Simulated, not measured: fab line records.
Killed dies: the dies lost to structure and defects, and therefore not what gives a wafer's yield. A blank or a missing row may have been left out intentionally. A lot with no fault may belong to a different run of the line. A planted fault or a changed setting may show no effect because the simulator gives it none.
Chamber matching -- flow n5-finfet -- N5_ILD0_LINER_00 on ald-sin-02 has 4 sister chambers
The step material SiNx, target thk 4 nm, pulse time 1 s, purge time 2 s. 8 wafers are shown with their chamber, then 10 later ones without.

## WAFERS WITH THEIR CHAMBER
wafer,chamber,heater-power-w (W),precursor-pulse-height-rel
L081.1,1,889,0.987
L084.5,3,813,1.004
L089.1,1,900,1.012
L089.5,3,806,0.993
L090.1,0,752,0.988
L090.6,2,850,0.977
L091.1,0,767,0.963
L091.4,2,871,0.974

## WAFERS MISSING THEIR CHAMBER
wafer,heater-power-w (W),precursor-pulse-height-rel
L091.5,861,0.960
L093.2,767,0.997
L093.3,801,1.015
L093.6,878,1.015
L094.1,905,0.995
L094.2,868,1.013
L094.4,798,0.983
L096.1,792,0.987
L096.3,762,1.027
L096.5,798,1.022

## EACH ONE'S CHAMBER
wafer,from the rows above,in truth
L091.5,2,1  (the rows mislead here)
L093.2,0,0
L093.3,3,3
L093.6,can't be placed: 1 or 2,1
L094.1,1,1
L094.2,can't be placed: 1 or 2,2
L094.4,3,3
L096.1,can't be placed: 3 or 0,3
L096.3,can't be placed: 0 or 3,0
L096.5,3,3
5 of 10 placed correctly. From these rows, 4 cannot be placed; in 4 the true chamber is one of the candidates. Wrongly placed: 1.
How it was worked out, from the rows above alone: a wafer's distance from a chamber is the root of the sum, over the readings, of the square of ((its reading less the chamber's mean) divided by the reading's scatter). The wafer belongs to the nearest chamber; if the next one is less than 2 further off, it can't be placed. Each chamber's mean is taken over the wafers shown for it. The scatter is the square root of a quotient: the sum, over the shown wafers, of each reading's squared deviation from its chamber's mean, divided by wafers minus chambers.
